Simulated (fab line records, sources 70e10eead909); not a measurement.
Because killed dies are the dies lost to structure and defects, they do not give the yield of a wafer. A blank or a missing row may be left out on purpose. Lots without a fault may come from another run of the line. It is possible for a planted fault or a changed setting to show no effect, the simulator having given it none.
A lot that was struck, set against a sound lot / flow nand harc / 14 out of 1159 route steps
Sound: wafers L768.1, L768.4, L768.6. Wafers L779.2, L779.4, L779.5 were the ones struck. The cause is named last.
Per side, at each step with rows, come the tool, then ch with its chambers, and then its first start. Under that, the readings that differ: sound wafers / struck wafers / difference of the means / sigmas: that difference in standard deviations of wafers without a fault.
alike: readings whose means differ by less than 2 such deviations, and words and numbers that are the same on both sides. not compared: withheld readings, readings that some wafer has no value for, bounds like >300 that may hide the same value, and numbers for which the record gives no deviation and whose values overlap.
Wherever a step has rows on one side only, a row that says differs or no value, or a row with sigmas, the two part there. Numbers that have no deviation but don't overlap get no sigmas and don't part them. Lack of a reading on every wafer of one side parts them only where that side has two or more wafers.

NHARC_A_BONDPAD_THK_MEAS_20: measures by xrf.
  sound on film metro-01, day 18 15:50; struck on film metro-01, day 22 01:36
  alike: thk nm
then, 1 step without rows for these wafers: NHARC_A_BONDPAD_SRD_21 (time 30 s, dry time 20 s).
NHARC_A_BONDPAD_INSPECT_23:
  sound on defect inspect-02, day 18 16:04; struck on defect inspect-02, day 22 01:48
  alike: raw defect count
NHARC_HYBRID_BOND_ACTIVATE_00: chemistry N2, time 60 s.
  sound on rie diel-03 ch 2,3, day 18 16:08; struck on rie diel-03 ch 1,3, day 22 01:53
  alike: drypump motor current A, mfc ar sccm, oes product au, rf vpp V, showerhead plenum p Torr
  not compared: rf hours counter h
then, 4 steps without rows for these wafers: NHARC_HYBRID_BOND_PRECLEAN_01 (cleans in DIW, time 300 s); NHARC_HYBRID_BOND_SRD_02 (time 30 s, dry time 20 s); NHARC_HYBRID_BOND_BOND_03; NHARC_HYBRID_BOND_ANNEAL_04 (time 7200 s).
NHARC_HYBRID_BOND_OVL_MEAS_05:
  sound on overlay-01, day 19 01:04; struck on overlay-02, day 22 14:04
  alike: overlay x nm, overlay y nm
NHARC_HYBRID_BOND_INSPECT_06: inspects for defects (ir void).
  sound on defect inspect-02, day 19 01:08; struck on defect inspect-01, day 22 14:07
  alike: raw defect count
NHARC_THIN_TSV_GRIND_00:
  sound on grinder-01 ch 0, day 19 03:38; struck on grinder-01 ch 0, day 22 15:14
  alike: motor current A
NHARC_THIN_TSV_CMP_01: polishes.
  sound on cmp-04 ch 0,1,3, day 19 04:53; struck on cmp-04 ch 0,3, day 22 16:17
  alike: motor current A
following that, these wafers have no rows for 1 step: NHARC_THIN_TSV_SRD_03.
NHARC_END_SORT_01:
  the record has rows for the struck wafers here (prober-01 ch 0, day 23 09:20) and none for the sound ones

## WHERE THEY PART
Only at NHARC_END_SORT_01, as far as this record shows.

WHY: the cause the simulator had injected
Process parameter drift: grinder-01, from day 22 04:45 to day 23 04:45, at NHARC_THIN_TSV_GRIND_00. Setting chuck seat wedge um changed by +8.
